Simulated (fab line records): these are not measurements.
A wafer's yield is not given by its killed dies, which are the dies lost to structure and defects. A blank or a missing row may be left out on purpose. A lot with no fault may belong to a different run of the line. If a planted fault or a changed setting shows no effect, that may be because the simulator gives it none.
Problem report, 8D (eight disciplines) form, completed by code / flow nand harc / the parts of the form that need people (team, actions taken, sign-off) are left out

## 1. THE PROBLEM
Mean of run length s at NHARC_P_CONTACT_ETCH_35: 72.3 s across 2 wafers in 2 lots; on wafers with no fault it is 86.4 s (standard deviation 0.51). Relative to the usual mean, that is a shift of -28 standard deviations.
The step: etches the open film in CF4, target depth 39 nm, time 65 s.
First seen on wafer L442.2, day 12 00:23, on rie diel-02. At this step, 36 wafers from 12 lots have a number in the record. The rule behind "out" and "out of limits": a value lying over 4 standard deviations away from the usual mean. The rest of the wafers with a number are treated as sound.

## 2. WHAT IT IS, AND WHAT IT ISN'T
question=which readings at this step | is=run length s | is not=chamber pressure mTorr, drypump motor current A, oes product au, rf vpp V, showerhead plenum p Torr, throttle valve pct
question=which lots | is=L442, L443 | is not=L431, L432, L433, L434, L437, L444, L445, L447, L451, L452
question=which wafers of those lots | is=L442.2, L443.2 | is not=L442.5, L442.6, L443.3, L443.5
question=read on which tools | is=rie diel-02 | is not=rie diel-07, rie diel-12
question=when | is=from day 12 00:23 | is not=up to then (17 sound wafers); but 17 sound wafers of L443, L444, L445, L447, L451, L452 came after

## 3. WHAT RULES OUT EACH SUSPECT
Counting: if a tool at a process step up to the reading ran every lot that is out, it stays a suspect. Sound lots after the first of them don't rule it out here, since some wafers of a struck lot are sound.
- cmp-02 at NHARC_P_CONTACT_CMP_01 (polishes SiO2, target thk 200 nm): kept. Every lot that is out went through it, the first being L442 (day 11 23:23); the last sound lot it ran before that was L437 (day 9 07:00).
- rie diel-02 at NHARC_P_CONTACT_ETCH_35 (etches the open film in CF4, target depth 39 nm, time 65 s): kept. Every lot that is out went through it, the first being L442 (day 12 00:23); the last sound lot it ran before that was L432 (day 7 06:42). Its own run length s readings are out on those wafers.
- Within rie diel-02 at NHARC_P_CONTACT_ETCH_35: the wafers that are out ran in chamber 0; their sound lot-mates ran in chambers 1, 2, 3.
The count leaves rie diel-02 at NHARC_P_CONTACT_ETCH_35 and cmp-02 at NHARC_P_CONTACT_CMP_01.

## 4. THE CAUSE (what the simulator had put in)
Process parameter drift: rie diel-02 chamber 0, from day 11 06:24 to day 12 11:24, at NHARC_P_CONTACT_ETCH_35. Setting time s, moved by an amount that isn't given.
This tool is one of the 2 suspects left after counting.

## 5. THE CHAIN OF EFFECTS, in route order
Rows list readings where the struck wafers' mean (over those with a number) sits beyond 3 standard deviations from the usual. Readings are gone through only where the record gives a usual standard deviation; hours: the median, over the lots, of the time from a lot's start at the first step in this table giving one to that lot's start at this step; sigmas: the change measured in usual standard deviations.
hours=0; step=NHARC_P_CONTACT_ETCH_35; reading=run length s; usual=86.4 s; on struck wafers=72.3; change=-14.1; sigmas=-28
Its process steps:
- NHARC_P_CONTACT_ETCH_35: etches the open film in CF4, target depth 39 nm, time 65 s.
At these later measuring or inspecting steps, every struck wafer for which the step has a row has a number for every such reading, and none has moved that far: NHARC_END_SORT_01.

## 6. WHAT WOULD HAVE CAUGHT IT SOONER
In this record the first reading out of limits was taken at day 12 00:23, 18 hours after the fault began at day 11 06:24.
